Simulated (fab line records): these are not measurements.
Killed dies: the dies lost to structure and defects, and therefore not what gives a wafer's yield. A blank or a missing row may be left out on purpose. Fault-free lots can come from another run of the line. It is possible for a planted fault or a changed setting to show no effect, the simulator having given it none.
fab line records	flow n5Finfet
record: lots: 7	wafers: 21
route steps=1938 shown SD_EPI_N@268 SD_EPI_P@307 HKMG_FIN@395 GATE_CUT@510 MOL_CONTACT_COAG@520 BEOL_M0@721
startH: the number of hours between the record's first day and the start of the first shown wafer of the lot	waitH: hours since the lot's step before	" identical to the entry in the row above	L1.1+2: one row covering several wafers at once	- either no value or no given start	* or withheld: withheld	< > ~ a bound
route shown NAME@n: a module of which the file shows steps, and the number in the route of the first	usual: average and standard deviation across the fault-free wafers	same: alike in all rows	chamber/n: place in a boat	sites: per-site readings	_std_site: the standard deviation of these	_edge_site: the outer-site mean with the inner-site mean subtracted	radiusMm: for every site, how far away it sits from the centre of the wafer	mask NAME#n: copy n	behind: the most recent tool/chamber to have shaped the wafer	hold: what put the lot on hold/how long, in hours/how the hold closed	device: the transistor (n, p or np) that didn't switch	end of line: the same wafers' tests at the end of the route	step lacking rows: just its recipe	killed: dies lost to structure and defects at the first sort, not the wafer's yield	map: a wafer's dies, marking killed ones x, the rest . and places with no die _
set.NAME: setting as actually run; set.NAME@STEP: the setting as run at that earlier step	model.NAME: the simulator's own value behind a step, which no gauge read
lots run with intentionally changed settings; tables by step, rows by wafer
== steps ==
step: N5_SD_EPI_N_PEB_07
recipe: pebTempC: 110	pebTimeS: 60	resist: CAR-ArF-block
lot.wafer	tool	chamber	startH	waitH	set.pebTempC
L078.4	lithoTrack-01	0	73.64	0.0	108.5
L078.5+6	"	0	"	"	110
L082.3	lithoTrack-04	0	101.96	0.0	110
L082.4+5	"	0	"	"	111.9
L085.2+3+5	lithoTrack-03	0	119.70	0.0	110
L088.2	lithoTrack-01	0	136.97	0.0	110
L088.3+6	"	0	"	"	113.5
L089.1	lithoTrack-01	0	141.55	0.1	110
L089.2+5	"	0	"	"	107.6
L091.1+3+5	lithoTrack-01	0	151.95	0.1	110
L093.2+5+6	lithoTrack-04	0	161.45	0.0	110
step: N5_SD_EPI_N_DEVELOP_08
recipe: developTimeS: 30	developer: TMAH	resist: CAR-ArF-block	devTempC: 23	rinseLiquid: diw	dry: airSpin
step: N5_SD_EPI_N_CD_MEAS_09
recipe: targetCdNm: 120	landingEnergyEv: 500	detector: seInlens
usual: cdNm: 120.0/0.88
lot.wafer	tool	chamber	startH	waitH	set.pebTempC@SD_EPI_N_PEB_07	cdNm
L078.4	cdSem-01	0	73.71	-	108.5	116.6
L078.5	"	0	"	"	110	119.8
L078.6	"	0	"	"	110	121.3
L082.3	cdSem-02	0	102.03	-	110	119.2
L082.4	"	0	"	"	111.9	124.5
L082.5	"	0	"	"	111.9	123.4
L085.2	cdSem-03	0	119.77	-	110	119.9
L085.3	"	0	"	"	110	120.4
L085.5	"	0	"	"	110	120.7
L088.2	cdSem-03	0	137.03	-	110	120.8
L088.3	"	0	"	"	113.5	128.4
L088.6	"	0	"	"	113.5	129.0
L089.1	cdSem-02	0	141.62	-	110	120.1
L089.2	"	0	"	"	107.6	113.8
L089.5	"	0	"	"	107.6	114.6
L091.1	cdSem-02	0	152.02	-	110	118.6
L091.3	"	0	"	"	110	119.9
L091.5	"	0	"	"	110	119.2
L093.2	cdSem-03	0	161.52	-	110	119.2
L093.5	"	0	"	"	110	119.0
L093.6	"	0	"	"	110	119.9
step: N5_SD_EPI_N_DESCUM_14
recipe: chemistry: O2	timeS: 7.9	sourcePowerW: 50	biasPowerW: 20	pressureMtorr: 20	rfFrequencyHz: 2.712e+07	tempC: 40	resist: CAR-ArF-block	o2FlowSccm: 225
lot.wafer	tool	chamber	startH	waitH	set.pebTempC@SD_EPI_N_PEB_07	model.SD_EPI_N.cdNm
L078.4	rieDiel-06	3	73.87	0.1	108.5	117
L078.5	"	2	"	"	110	119.4
L078.6	"	3	"	"	110	121.6
L082.3	rieDiel-05	2	102.37	0.3	110	119.4
L082.4	"	3	"	"	111.9	124.4
L082.5	"	3	"	"	111.9	123.6
L085.2	rieDiel-03	1	120.03	0.2	110	120
L085.3+5	"	3,1	"	"	110	120.4
L088.2	rieDiel-03	0	137.12	0.0	110	120.2
L088.3	"	3	"	"	113.5	128.4
L088.6	"	3	"	"	113.5	129
L089.1	rieDiel-06	2	141.75	0.1	110	120.4
L089.2	"	3	"	"	107.6	114
L089.5	"	0	"	"	107.6	114.6
L091.1	rieDiel-06	0	152.11	0.0	110	118.6
L091.3	"	2	"	"	110	119.8
L091.5	"	2	"	"	110	119
L093.2	rieDiel-03	3	162.03	0.5	110	119.2
L093.5	"	2	"	"	110	119
L093.6	"	3	"	"	110	119.8
step: N5_SD_EPI_N_ETCH_34
recipe: chemistry: CF4	target: SiARC	targetDepthA: 455	maskMaterial: CAR-ArF-block	timeS: 75.8	ionEnergyEv: 80	pressureMtorr: 40	sourceW: 545	biasW: 36	Ar_flow_sccm: 100	cf4FlowSccm: 100	ends: cleared
lot.wafer	tool	chamber	startH	waitH	set.pebTempC@SD_EPI_N_PEB_07	model.SD_EPI_N.cdNm
L078.4	rieDiel-06	3	73.91	0.0	108.5	116.6
L078.5	"	2	"	"	110	119.4
L078.6	"	3	"	"	110	121.6
L082.3	rieDiel-05	2	102.40	0.0	110	119.6
L082.4	"	3	"	"	111.9	124.2
L082.5	"	3	"	"	111.9	123.4
L085.2	rieDiel-03	1	120.07	0.0	110	120.6
L085.3	"	3	"	"	110	120.4
L085.5	"	1	"	"	110	121
L088.2	rieDiel-03	0	137.16	0.0	110	120.4
L088.3	"	3	"	"	113.5	128.2
L088.6	"	3	"	"	113.5	128.8
L089.1	rieDiel-06	2	141.79	0.0	110	120.4
L089.2	"	3	"	"	107.6	114.2
L089.5	"	0	"	"	107.6	114.6
L091.1	rieDiel-06	0	152.14	0.0	110	118.6
L091.3	"	2	"	"	110	119.8
L091.5	"	2	"	"	110	119
L093.2+5	rieDiel-03	3,2	162.07	0.0	110	119.2
L093.6	"	3	"	"	110	119.8
step: N5_SD_EPI_N_ETCH_35
recipe: chemistry: N2/H2	target: SOC	overetchA: 1080	maskMaterial: SiARC	tempC: 40	ionEnergyEv: 100	sourceW: 3000	biasW: 133	pressureMtorr: 20	timeS: 486	n2FlowSccm: 200	h2FlowSccm: 200
lot.wafer	tool	chamber	startH	waitH	set.pebTempC@SD_EPI_N_PEB_07	model.SD_EPI_N.cdNm
L078.4	rieDiel-06	3	73.96	0.0	108.5	117.6
L078.5	"	2	"	"	110	117.6
L078.6	"	3	"	"	110	122
L082.3	rieDiel-05	2	102.46	0.0	110	119
L082.4+5	"	3	"	"	111.9	125.4
L085.2	rieDiel-03	1	120.12	0.0	110	118.2
L085.3	"	3	"	"	110	119.6
L085.5	"	1	"	"	110	118.6
L088.2	rieDiel-03	0	137.21	0.0	110	120.2
L088.3	"	3	"	"	113.5	128.8
L088.6	"	3	"	"	113.5	129
L089.1	rieDiel-06	2	141.84	0.0	110	118
L089.2	"	3	"	"	107.6	114
L089.5	"	0	"	"	107.6	115.8
L091.1	rieDiel-06	0	152.20	0.0	110	119.2
L091.3	"	2	"	"	110	117.8
L091.5	"	2	"	"	110	116.6
L093.2	rieDiel-03	3	162.13	0.0	110	118.8
L093.5	"	2	"	"	110	117.4
L093.6	"	3	"	"	110	119.8
step: N5_SD_EPI_N_STRIP_36
recipe: chemistry: N2/H2	tempC: 40	n2FlowSccm: 200	h2FlowSccm: 200	rfFrequencyHz: 6e+07
step: N5_SD_EPI_N_ETCHBACK_44
recipe: chemistry: CH3F/O2	mode: anisotropicEtchback	target: SiNx	targetDepthA: 145	stopOn: SiO2	overEtchFrac: 0.3	ionEnergyEv: 120	pressureMtorr: 30	sourceW: 395	biasW: 73	Ar_flow_sccm: 150	CH3F_flow_sccm: 30	O2_flow_sccm: 20
lot.wafer	tool	chamber	startH	waitH	set.pebTempC@SD_EPI_N_PEB_07	model.SD_EPI_N.cdNm
L078.4	rieDiel-06	3	74.29	0.0	108.5	117.6
L078.5	"	2	"	"	110	117.6
L078.6	"	3	"	"	110	122
L082.3	rieDiel-05	2	102.78	0.0	110	119
L082.4+5	"	3	"	"	111.9	125.2
L085.2	rieDiel-03	1	120.45	0.0	110	118.2
L085.3	"	3	"	"	110	119.6
L085.5	"	1	"	"	110	118.6
L088.2	rieDiel-03	0	137.54	0.0	110	120.4
L088.3+6	"	3	"	"	113.5	129
L089.1	rieDiel-06	2	142.17	0.0	110	118
L089.2	"	3	"	"	107.6	114.2
L089.5	"	0	"	"	107.6	115.8
L091.1	rieDiel-06	0	152.52	0.0	110	119.2
L091.3	"	2	"	"	110	117.8
L091.5	"	2	"	"	110	116.6
L093.2	rieDiel-03	3	162.45	0.0	110	118.8
L093.5	"	2	"	"	110	117.4
L093.6	"	3	"	"	110	119.8
step: N5_SD_EPI_N_ETCH_45
recipe: chemistry: CH3F/O2	target: SiOCN	targetDepthA: 60	maskMaterial: SOC	ionEnergyEv: 60	biasW: 29	pressureMtorr: 15	sourceW: 410	Ar_flow_sccm: 150	CH3F_flow_sccm: 30	O2_flow_sccm: 20
lot.wafer	tool	chamber	startH	waitH	set.targetDepthA	model.etch.depthNm
L078.4	rieDiel-06	3	74.39	0.1	54.2	5.214
L078.5	"	2	"	"	60	5.863
L078.6	"	3	"	"	54.2	5.233
L082.3	rieDiel-05	2	102.88	0.1	60	6.105
L082.4	"	3	"	"	66.18	6.226
L082.5	"	3	"	"	66.18	6.241
L085.2	rieDiel-03	1	120.55	0.1	60	5.824
L085.3	"	3	"	"	55.92	5.634
L085.5	"	1	"	"	55.92	5.488
L088.2	rieDiel-03	0	137.64	0.1	66.01	6.414
L088.3	"	3	"	"	60	5.938
L088.6	"	3	"	"	60	5.988
L089.1	rieDiel-06	2	142.27	0.1	60	5.88
L089.2	"	3	"	"	55.18	5.382
L089.5	"	0	"	"	55.18	5.581
L091.1	rieDiel-06	0	152.62	0.1	60	6.064
L091.3	"	2	"	"	60	5.956
L091.5	"	2	"	"	60	5.962
L093.2	rieDiel-03	3	162.55	0.1	60	5.903
L093.5	"	2	"	"	63.32	6.38
L093.6	"	3	"	"	60	5.937
step: N5_SD_EPI_P_ETCH_36
recipe: chemistry: CF4	target: SiARC	targetDepthA: 455	maskMaterial: CAR-ArF-block	timeS: 75.8	ionEnergyEv: 80	pressureMtorr: 40	sourceW: 545	biasW: 36	Ar_flow_sccm: 100	cf4FlowSccm: 100	ends: cleared
usual: rfVppV: 184.0/1.1
lot.wafer	tool	chamber	startH	waitH	set.biasW	rfVppV
L078.4	rieDiel-02	2	78.60	0.0	36	181.1
L078.5	"	0	"	"	36	184.3
L078.6	"	1	"	"	36	184.7
L082.3	rieDiel-04	3	107.29	0.0	36	183.4
L082.4	"	2	"	"	38.48	191.4
L082.5	"	2	"	"	36	183.2
L085.2	rieDiel-04	3	124.57	0.0	36	183.2
L085.3	"	2	"	"	36	182.7
L085.5	"	0	"	"	31.22	171.2
L088.2	rieDiel-01	1	142.48	0.0	36	185.8
L088.3	"	2	"	"	36	182.4
L088.6	"	2	"	"	34.2	176.8
L089.1	rieDiel-02	2	146.27	0.0	38.1	192.6
L089.2	"	3	"	"	38.1	191.0
L089.5	"	1	"	"	36	185.1
L091.1	rieDiel-04	0	157.73	0.0	36	185.0
L091.3	"	3	"	"	36	185.0
L091.5	"	1	"	"	36	184.9
L093.2	rieDiel-01	1	168.66	0.0	36	184.8
L093.5	"	1	"	"	36	184.4
L093.6	"	0	"	"	36	184.2
step: N5_HKMG_FIN_EXPOSE_46
recipe: maskId: NDIPOLE	na: 1.35	sourceShape: conventional	sigmaOuter: 0.8	polarization: unpolarized	doseMj: 40
lot.wafer	tool	chamber	startH	waitH	mask	set.doseMj
L078.4+5+6	arfiScanner-01	0	96.14	-	NDIPOLE#0	40
L082.3+5	arfiScanner-03	0	125.74	-	NDIPOLE#0	37.09
L082.4	"	0	"	"	NDIPOLE#0	40
L085.2+3+5	arfiScanner-01	0	141.85	-	NDIPOLE#0	38.05
L088.2+3	arfiScanner-02	0	159.31	-	NDIPOLE#0	40
L088.6	"	0	"	"	NDIPOLE#0	37.06
L089.1+2	arfiScanner-01	0	163.07	-	NDIPOLE#0	40
L089.5	"	0	"	"	NDIPOLE#0	37.11
L091.1+3+5	arfiScanner-03	0	175.12	-	NDIPOLE#0	40
L093.2	arfiScanner-02	0	186.90	-	NDIPOLE#0	40
L093.5+6	"	0	"	"	NDIPOLE#0	41.91
step: N5_HKMG_FIN_PEB_47
recipe: pebTempC: withheld	pebTimeS: 60	resist: CAR-ArF
step: N5_HKMG_FIN_DEVELOP_48
recipe: developTimeS: 30	developer: TMAH	resist: CAR-ArF	rinseLiquid: diw	dry: airSpin	devTempC: 23
step: N5_HKMG_FIN_CD_MEAS_49
recipe: targetCdNm: 202	landingEnergyEv: 500	detector: seInlens	polarity: opening
usual: cdNm: 202.3/0.8
lot.wafer	tool	chamber	startH	waitH	set.doseMj@HKMG_FIN_EXPOSE_46	cdNm
L078.4	cdSem-02	0	96.25	-	40	203.7
L078.5	"	0	"	"	40	203.6
L078.6	"	0	"	"	40	203.8
L082.3	cdSem-02	0	125.86	-	37.09	198.4
L082.4	"	0	"	"	40	202.3
L082.5	"	0	"	"	37.09	197.5
L085.2	cdSem-03	0	141.97	-	38.05	199.5
L085.3	"	0	"	"	38.05	199.8
L085.5	"	0	"	"	38.05	199.3
L088.2	cdSem-02	0	159.43	-	40	202.2
L088.3	"	0	"	"	40	202.0
L088.6	"	0	"	"	37.06	198.7
L089.1	cdSem-03	0	163.19	-	40	202.9
L089.2	"	0	"	"	40	203.3
L089.5	"	0	"	"	37.11	198.7
L091.1	cdSem-02	0	175.25	-	40	202.0
L091.3	"	0	"	"	40	202.2
L091.5	"	0	"	"	40	200.6
L093.2	cdSem-03	0	187.02	-	40	201.3
L093.5	"	0	"	"	41.91	205.2
L093.6	"	0	"	"	41.91	206.6
step: N5_HKMG_FIN_ETCH_58
recipe: chemistry: N2/H2	target: SOC	targetDepthA: 2158	ionEnergyEv: 50	biasW: 13	timeS: 741	pressureMtorr: 30	sourceW: 875	n2FlowSccm: 200	h2FlowSccm: 200
usual: rfVppV: 99.0/0.88
lot.wafer	tool	chamber	startH	waitH	set.sourceW	rfVppV
L078.4	rieDiel-05	0	96.64	0.0	1013	94.0
L078.5	"	3	"	"	875	98.8
L078.6	"	2	"	"	1013	93.2
L082.3	rieDiel-03	1	126.76	0.0	942.6	96.9
L082.4	"	3	"	"	942.6	96.0
L082.5	"	2	"	"	875	100.5
L085.2	rieDiel-05	3	142.36	0.0	875	98.4
L085.3	"	0	"	"	875	99.0
L085.5	"	3	"	"	875	98.8
L088.2	rieDiel-06	3	159.85	0.0	875	99.7
L088.3	"	2	"	"	875	99.4
L088.6	"	2	"	"	875	98.6
L089.1	rieDiel-06	0	163.62	0.0	875	99.1
L089.2	"	2	"	"	875	100.7
L089.5	"	1	"	"	875	99.0
L091.1	rieDiel-06	3	175.64	0.0	875	100.4
L091.3	"	1	"	"	875	99.2
L091.5	"	3	"	"	875	100.3
L093.2	rieDiel-06	1	187.41	0.0	753.8	104.1
L093.5	"	0	"	"	753.8	104.4
L093.6	"	1	"	"	875	98.4
step: N5_GATE_CUT_ALD_22
recipe: material: SiNx	targetThkA: 160	tempC: 400	aldPrecursorFamily: SiH2I2	aldCoReactant: N2/H2-plasma	pulseTimeS: 1	aldCycles: 320	purgeTimeS: 2	coReactantPurgeTimeS: 2	pressureTorr: 2
lot.wafer	tool	chamber	startH	waitH	set.aldCycles	model.SiNx_of_GATE_CUT_ALD_22.thkNm
L078.4+5	aldSin-03	3,2	111.57	0.1	298	15
L078.6	"	1	"	"	320	16
L082.3	aldSin-03	0	139.51	0.3	320	16.2
L082.4	"	1	"	"	303	15
L082.5	"	3	"	"	303	15.2
L085.2	aldSin-01	0	155.50	0.0	320	16
L085.3	"	2	"	"	320	16.2
L085.5	"	1	"	"	275	13.8
L088.2	aldSin-01	3	172.81	0.5	320	16.2
L088.3	"	1	"	"	284	14.4
L088.6	"	0	"	"	320	16
L089.1+5	aldSin-04	1,3	175.89	0.0	356	17.8
L089.2	"	0	"	"	320	16
L091.1	aldSin-01	0	189.69	0.1	320	15.8
L091.3+5	"	2,1	"	"	320	16
L093.2	aldSin-03	0	199.66	0.0	301	15.2
L093.5	"	2	"	"	320	16
L093.6	"	1	"	"	301	15
step: N5_MOL_CONTACT_COAG_COAT_02
recipe: resist: CAR-EUV	spinRpm: 1500	resistThkNm: 30
lot.wafer	tool	chamber	startH	waitH	set.spinRpm	model.CAR-EUV_of_MOL_CONTACT_COAG_COAT_02.thkNm
L078.4+6	lithoTrack-04	0	-	-	1500	30.2
L078.5	"	0	"	"	1500	30
L082.3+5	lithoTrack-01	0	-	-	1544	29.6
L082.4	"	0	"	"	1500	30.2
L085.2	lithoTrack-01	0	-	-	1500	30
L085.3	"	0	"	"	1412	31
L085.5	"	0	"	"	1500	30.2
L088.2+6	lithoTrack-04	0	-	-	1631	28.8
L088.3	"	0	"	"	1500	30
L089.1+2	lithoTrack-01	0	-	-	1597	29
L089.5	"	0	"	"	1500	30
L091.1+3+5	lithoTrack-04	0	-	-	1500	30
L093.2	lithoTrack-03	0	-	-	1363	31.6
L093.5	"	0	"	"	1363	31.4
L093.6	"	0	"	"	1500	30
step: N5_MOL_CONTACT_COAG_EBR_04
recipe: solvent: PGMEA	ebrWidthMm: 1.5
step: N5_MOL_CONTACT_COAG_SOFTBAKE_03
recipe: tempC: 110	timeS: 60	resist: CAR-EUV
step: N5_MOL_CONTACT_COAG_EXPOSE_05
recipe: maskId: CA	na: 0.33	sourceShape: annular	sigmaInner: 0.4	sigmaOuter: 0.8	polarization: unpolarized	defocusNm: 0	doseMj: 38.25
step: N5_MOL_CONTACT_COAG_PEB_06
recipe: pebTempC: 100	pebTimeS: 60	resist: CAR-EUV
step: N5_MOL_CONTACT_COAG_DEVELOP_07
recipe: developTimeS: 30	developer: TMAH	resist: CAR-EUV	rinseLiquid: surfactantRinse	dry: airSpin	devTempC: 23
lot.wafer	tool	chamber	startH	waitH	set.spinRpm@MOL_CONTACT_COAG_COAT_02	model.CAR-EUV_of_MOL_CONTACT_COAG_COAT_02.thkNm
L078.4+5+6	lithoTrack-01	0	-	-	1500	29.6
L082.3	lithoTrack-04	0	-	-	1544	29
L082.4	"	0	"	"	1500	29.6
L082.5	"	0	"	"	1544	29.2
L085.2+5	lithoTrack-03	0	-	-	1500	29.6
L085.3	"	0	"	"	1412	30.4
L088.2+6	lithoTrack-04	0	-	-	1631	28.4
L088.3	"	0	"	"	1500	29.4
L089.1+2	lithoTrack-01	0	-	-	1597	28.6
L089.5	"	0	"	"	1500	29.4
L091.1+3	lithoTrack-04	0	-	-	1500	29.6
L091.5	"	0	"	"	1500	29.4
L093.2+5	lithoTrack-04	0	-	-	1363	31
L093.6	"	0	"	"	1500	29.6
step: N5_MOL_CONTACT_COAG_ETCH_124
recipe: chemistry: CH3F/O2	target: SiNx	targetDepthA: 65	maskMaterial: SOC	stopOn: SiOC	overEtchFrac: 0.3	ionEnergyEv: 120	pressureMtorr: 30	sourceW: 395	biasW: 73	Ar_flow_sccm: 150	CH3F_flow_sccm: 30	O2_flow_sccm: 20	ends: endPoint
usual: rfVppV: 296/7.5
lot.wafer	tool	chamber	startH	waitH	set.biasW	rfVppV
L078.4	rieDiel-06	0	126.53	0.0	73	287
L078.5	"	1	"	"	66.5	274
L078.6	"	0	"	"	66.5	269
L082.3	rieDiel-05	3	154.99	0.0	60.74	255
L082.4	"	2	"	"	73	284
L082.5	"	1	"	"	73	307
L085.2	rieDiel-03	1	171.51	0.0	81.78	325
L085.3	"	2	"	"	73	304
L085.5	"	1	"	"	73	297
L088.2	rieDiel-05	0	187.44	0.0	73	295
L088.3	"	3	"	"	73	296
L088.6	"	3	"	"	73	297
L089.1	rieDiel-03	0	191.19	0.0	73	303
L089.2	"	1	"	"	73	296
L089.5	"	1	"	"	73	296
L091.1	rieDiel-06	0	203.65	0.0	73	289
L091.3	"	1	"	"	73	296
L091.5	"	1	"	"	73	293
L093.2	rieDiel-03	2	214.29	0.0	62.99	271
L093.5	"	0	"	"	62.99	269
L093.6	"	2	"	"	73	305
step: N5_BEOL_M0_TRENCH_ETCH_107
recipe: chemistry: C4F6/O2	targetDepthA: 328	target: SiOC	timeS: 16.4	ionEnergyEv: 250	pressureMtorr: 30	sourceW: 355	biasW: 185	Ar_flow_sccm: 300	C4F6_flow_sccm: 10	O2_flow_sccm: 10
lot.wafer	tool	chamber	startH	waitH	set.targetDepthA	model.BEOL_M0.featureDepthNm
L078.4	rieDiel-03	2	148.57	0.0	328	33.6
L078.5	"	0	"	"	328	31.8
L078.6	"	1	"	"	328	33.4
L082.3	rieDiel-03	1	170.35	0.0	328	33.8
L082.4	"	2	"	"	328	33.6
L082.5	"	1	"	"	290.5	29.8
L085.2	rieDiel-03	3	190.76	0.0	316.4	31.4
L085.3	"	1	"	"	328	33.6
L085.5	"	1	"	"	316.4	32.6
L088.2	rieDiel-06	1	201.47	0.0	328	31.4
L088.3	"	2	"	"	355.4	36
L088.6	"	2	"	"	355.4	36.2
L089.1	rieDiel-05	1	209.62	0.0	310.5	30.8
L089.2	"	0	"	"	310.5	31.4
L089.5	"	0	"	"	328	33
L091.1	rieDiel-06	2	218.25	0.0	328	33.2
L091.3	"	0	"	"	328	33.4
L091.5	"	3	"	"	328	31.8
L093.2	rieDiel-05	0	230.56	0.0	328	33.4
L093.5	"	0	"	"	328	33.2
L093.6	"	1	"	"	328	32.4
step: N5_BEOL_M0_STRIP_142
recipe: chemistry: N2/H2	timeS: 10	powerW: 450	tempC: 40	pressureMtorr: 20	rfFrequencyHz: 6e+07	biasPowerW: 7	n2FlowSccm: 200	h2FlowSccm: 200
step: N5_BEOL_M0_OCD_MEAS_108
usual: trenchDepthNm: 32.6/0.88
lot.wafer	tool	chamber	startH	waitH	set.targetDepthA@BEOL_M0_TRENCH_ETCH_107	trenchDepthNm
L078.4	ocd-01	-	148.68	0.1	328	33.4
L078.5	"	-	"	"	328	32.0
L078.6	"	-	"	"	328	33.4
L082.3	ocd-02	-	170.48	0.1	328	33.8
L082.4	"	-	"	"	328	33.6
L082.5	"	-	"	"	290.5	29.9
L085.2	ocd-02	-	190.87	0.1	316.4	30.9
L085.3	"	-	"	"	328	33.8
L085.5	"	-	"	"	316.4	32.4
L088.2	ocd-01	-	201.57	0.1	328	32.0
L088.3	"	-	"	"	355.4	35.7
L088.6	"	-	"	"	355.4	36.6
L089.1	ocd-01	-	209.73	0.1	310.5	31.0
L089.2	"	-	"	"	310.5	31.5
L089.5	"	-	"	"	328	32.8
L091.1	ocd-01	-	218.36	0.1	328	33.2
L091.3	"	-	"	"	328	33.2
L091.5	"	-	"	"	328	31.9
L093.2	ocd-01	-	230.67	0.1	328	33.1
L093.5	"	-	"	"	328	33.3
L093.6	"	-	"	"	328	32.3
== key ==
split: step: N5_SD_EPI_N_PEB_07	setting: pebTempC	stated: 110	by: wafer
response: step: N5_SD_EPI_N_CD_MEAS_09	reading: cdNm	change: +2.6	per: 1%	r: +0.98
response: step: N5_SD_EPI_N_DESCUM_14	reading: model.SD_EPI_N.cdNm	change: +2.69	per: 1%	r: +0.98
response: step: N5_SD_EPI_N_ETCH_34	reading: model.SD_EPI_N.cdNm	change: +2.61	per: 1%	r: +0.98
response: step: N5_SD_EPI_N_ETCH_35	reading: model.SD_EPI_N.cdNm	change: +2.46	per: 1%	r: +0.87
response: step: N5_SD_EPI_N_ETCHBACK_44	reading: model.SD_EPI_N.cdNm	change: +2.41	per: 1%	r: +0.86
split: step: N5_SD_EPI_N_ETCH_45	setting: targetDepthA	stated: 60	by: wafer
response: step: N5_SD_EPI_N_ETCH_45	reading: model.etch.depthNm	change: +0.0443	per: 1%	r: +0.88
split: step: N5_SD_EPI_P_ETCH_36	setting: biasW	stated: 36	by: wafer
response: step: N5_SD_EPI_P_ETCH_36	reading: rfVppV	change: +1.01	per: 1%	r: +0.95
split: step: N5_HKMG_FIN_EXPOSE_46	setting: doseMj	stated: 40	by: wafer
response: step: N5_HKMG_FIN_CD_MEAS_49	reading: cdNm	change: +0.605	per: 1%	r: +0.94
split: step: N5_HKMG_FIN_ETCH_58	setting: sourceW	stated: 875	by: wafer
response: step: N5_HKMG_FIN_ETCH_58	reading: rfVppV	change: -0.388	per: 1%	r: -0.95
split: step: N5_GATE_CUT_ALD_22	setting: aldCycles	stated: 320	by: wafer
response: step: N5_GATE_CUT_ALD_22	reading: model.SiNx_of_GATE_CUT_ALD_22.thkNm	change: +0.16	per: 1%	r: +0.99
split: step: N5_MOL_CONTACT_COAG_COAT_02	setting: spinRpm	stated: 1500	by: wafer
response: step: N5_MOL_CONTACT_COAG_COAT_02	reading: model.CAR-EUV_of_MOL_CONTACT_COAG_COAT_02.thkNm	change: -0.154	per: 1%	r: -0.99
response: step: N5_MOL_CONTACT_COAG_DEVELOP_07	reading: model.CAR-EUV_of_MOL_CONTACT_COAG_COAT_02.thkNm	change: -0.134	per: 1%	r: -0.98
split: step: N5_MOL_CONTACT_COAG_ETCH_124	setting: biasW	stated: 73	by: wafer
response: step: N5_MOL_CONTACT_COAG_ETCH_124	reading: rfVppV	change: +2.28	per: 1%	r: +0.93
split: step: N5_BEOL_M0_TRENCH_ETCH_107	setting: targetDepthA	stated: 328	by: wafer
response: step: N5_BEOL_M0_TRENCH_ETCH_107	reading: model.BEOL_M0.featureDepthNm	change: +0.413	per: 1%	r: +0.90
response: step: N5_BEOL_M0_OCD_MEAS_108	reading: trenchDepthNm	change: +0.39	per: 1%	r: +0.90
